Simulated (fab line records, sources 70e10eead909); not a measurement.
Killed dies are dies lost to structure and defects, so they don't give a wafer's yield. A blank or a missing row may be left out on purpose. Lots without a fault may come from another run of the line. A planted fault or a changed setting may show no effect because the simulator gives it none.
Chamber matching | flow nand_harc | NHARC_A_CONTACT_ALD_18 on ald_metal-04: 4 sister chambers
The step deposits TiN, target thk 3 nm, pulse time 1 s, ald cycles 150. 20 wafers are shown with their chamber, then 10 later ones without.

WAFERS WITH THEIR CHAMBER
wafer  | chamber | heater_power_w (W) | precursor_pulse_height_rel
L075.1 | 1       | 1020               | 1.015
L075.2 | 2       | 929                | 0.971
L075.4 | 0       | 1070               | 1.012
L078.3 | 1       | 996                | 0.987
L078.4 | 2       | 900                | 0.983
L078.5 | 2       | 887                | 1.009
L082.2 | 3       | 970                | 1.004
L082.3 | 0       | 1043               | 0.993
L082.5 | 0       | 1022               | 1.022
L084.1 | 2       | 884                | 1.035
L084.4 | 1       | 969                | 0.982
L084.6 | 1       | 996                | 0.989
L083.2 | 2       | 871                | 0.965
L083.3 | 0       | 1053               | 1.025
L083.5 | 1       | 987                | 1.002
L085.2 | 0       | 1049               | 0.991
L085.3 | 2       | 885                | 1.012
L085.6 | 2       | 885                | 0.974
L088.3 | 2       | 905                | 1.008
L088.5 | 1       | 993                | 1.000

SIGNATURES (means of the wafers above)
reading                    | chamber 0 | chamber 1 | chamber 2 | chamber 3 | scatter within a chamber
heater_power_w             | 1047.40   | 993.50    | 893.25    | 970.00    | 17.3
precursor_pulse_height_rel | 1.00860   | 0.99583   | 0.99462   | 1.00400   | 0.0195
Rule: a wafer's distance from a chamber is the root of the sum, over the readings, of the square of ((its reading less the chamber's mean) divided by the reading's scatter). The wafer belongs to the nearest chamber; if the next one is less than 2 further off, it can't be placed. The scatter: the root of (the sum of the squares of (reading less its chamber's mean) over the shown wafers, divided by (wafers less chambers)).

WAFERS WITHOUT THEIR CHAMBER
wafer  | heater_power_w (W) | precursor_pulse_height_rel
L088.6 | 897                | 1.006
L089.1 | 875                | 0.975
L089.3 | 988                | 1.032
L089.6 | 874                | 0.986
L090.1 | 910                | 1.029
L090.2 | 1056               | 0.978
L090.6 | 1033               | 1.014
L092.2 | 981                | 0.985
L092.4 | 1025               | 1.034
L092.5 | 966                | 1.010

WHICH CHAMBER EACH WENT THROUGH
wafer  | from the rows above          | in truth
L088.6 | 2                            | 2
L089.1 | 2                            | 2
L089.3 | can't be placed: 3 or 1 or 0 | 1
L089.6 | 2                            | 2
L090.1 | can't be placed: 2 or 3      | 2
L090.2 | 0                            | 0
L090.6 | can't be placed: 0 or 1      | 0
L092.2 | can't be placed: 1 or 3      | 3
L092.4 | can't be placed: 0 or 1 or 3 | 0
L092.5 | can't be placed: 3 or 1      | 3
Placed correctly: 4 of 10. Can't be placed from these rows: 6 (the true chamber is among the candidates in 6). Placed wrongly: 0.
